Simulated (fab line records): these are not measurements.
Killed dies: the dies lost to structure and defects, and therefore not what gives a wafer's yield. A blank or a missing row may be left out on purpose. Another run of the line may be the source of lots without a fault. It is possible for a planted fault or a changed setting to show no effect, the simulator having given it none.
Chamber matching    flow nandHarc    NHARC_A_WL_FILL_STRIP_29 on rieDiel-03 has 4 sister chambers
The step strips in O2, time 20 s. 4 wafers are shown with their chamber, then 7 later ones without.

## EACH WAFER AND ITS CHAMBER
wafer   chamber  showerheadPlenumPTorr (Torr)
L080.3  1        3.30
L086.2  0        3.46
L085.1  2        3.30
L085.4  3        3.64

## WAFERS WITH NO CHAMBER GIVEN
wafer   showerheadPlenumPTorr (Torr)
L085.6  3.30
L089.3  3.30
L089.4  3.64
L089.6  3.30
L094.1  3.29
L094.4  3.30
L094.5  3.64

## WHICH CHAMBER EACH WENT THROUGH
wafer   from the rows above      in truth
L085.6  can't be placed: 1 or 2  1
L089.3  can't be placed: 1 or 2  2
L089.4  3                        3
L089.6  can't be placed: 1 or 2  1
L094.1  can't be placed: 1 or 2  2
L094.4  can't be placed: 1 or 2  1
L094.5  3                        3
2 of 7 placed correctly. From these rows, 5 cannot be placed; in 5 the true chamber is one of the candidates. Wrongly placed: 0.
How it was worked out, from the rows above alone: a wafer's distance from a chamber is the root of the sum, over the readings, of the square of ((its reading less the chamber's mean) divided by the reading's scatter). The wafer belongs to the nearest chamber; if the next one is less than 2 further off, it can't be placed. The mean given for a chamber averages the wafers shown for that chamber. The scatter (one wafer shown for each chamber): square how far every hidden wafer sits from the nearest shown wafer, average those squares and take the square root.
